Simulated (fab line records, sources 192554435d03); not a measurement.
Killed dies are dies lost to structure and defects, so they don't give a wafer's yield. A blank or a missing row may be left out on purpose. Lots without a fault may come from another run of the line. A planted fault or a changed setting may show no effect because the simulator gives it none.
Chamber matching | flow n5_finfet | N5_BEOL_M7_PECVD_70 on pecvd-01: 3 sister chambers
The step deposits SiO2 from TEOS/O2, target thk 20 nm, time 22.7 s. 18 wafers are shown with their chamber, then 9 later ones without.

WAFERS WITH THEIR CHAMBER
wafer  | chamber | throttle_valve_pct (%) | showerhead_plenum_p_Torr (Torr) | heater_power_w (W)
L078.1 | 1       | 23.4                   | 8.75                            | 767
L078.4 | 2       | 20.6                   | 8.82                            | 677
L078.5 | 1       | 23.3                   | 8.75                            | 753
L083.1 | 0       | 22.8                   | 8.87                            | 813
L083.2 | 2       | 20.8                   | 8.81                            | 783
L083.5 | 0       | 22.8                   | 8.90                            | 842
L081.1 | 1       | 23.4                   | 8.75                            | 798
L081.2 | 0       | 22.6                   | 8.88                            | 813
L081.5 | 0       | 23.1                   | 8.89                            | 823
L087.3 | 2       | 20.7                   | 8.79                            | 737
L087.5 | 2       | 20.6                   | 8.79                            | 742
L087.6 | 0       | 23.0                   | 8.85                            | 823
L090.1 | 1       | 23.4                   | 8.77                            | 688
L090.4 | 0       | 23.0                   | 8.88                            | 788
L090.5 | 2       | 20.8                   | 8.82                            | 708
L092.1 | 2       | 21.0                   | 8.82                            | 760
L092.4 | 1       | 23.3                   | 8.78                            | 796
L092.5 | 0       | 22.7                   | 8.86                            | 814

SIGNATURES (means of the wafers above)
reading                  | chamber 0 | chamber 1 | chamber 2 | scatter within a chamber
throttle_valve_pct       | 22.857    | 23.360    | 20.750    | 0.147
showerhead_plenum_p_Torr | 8.8757    | 8.7600    | 8.8083    | 0.0156
heater_power_w           | 816.57    | 760.40    | 734.50    | 33.3
Rule: a wafer's distance from a chamber is the root of the sum, over the readings, of the square of ((its reading less the chamber's mean) divided by the reading's scatter). The wafer belongs to the nearest chamber; if the next one is less than 2 further off, it can't be placed. The scatter: the root of (the sum of the squares of (reading less its chamber's mean) over the shown wafers, divided by (wafers less chambers)).

WAFERS WITHOUT THEIR CHAMBER
wafer  | throttle_valve_pct (%) | showerhead_plenum_p_Torr (Torr) | heater_power_w (W)
L094.1 | 23.5                   | 8.78                            | 760
L094.5 | 22.8                   | 8.86                            | 813
L094.6 | 23.7                   | 8.76                            | 765
L095.3 | 22.9                   | 8.87                            | 778
L095.5 | 23.6                   | 8.77                            | 753
L095.6 | 23.0                   | 8.87                            | 808
L097.2 | 23.5                   | 8.76                            | 779
L097.4 | 22.9                   | 8.88                            | 769
L097.6 | 23.4                   | 8.78                            | 783

WHICH CHAMBER EACH WENT THROUGH
wafer  | from the rows above | in truth
L094.1 | 1                   | 1
L094.5 | 0                   | 0
L094.6 | 1                   | 1
L095.3 | 0                   | 0
L095.5 | 1                   | 1
L095.6 | 0                   | 0
L097.2 | 1                   | 1
L097.4 | 0                   | 0
L097.6 | 1                   | 1
Placed correctly: 9 of 9. Can't be placed from these rows: 0. Placed wrongly: 0.
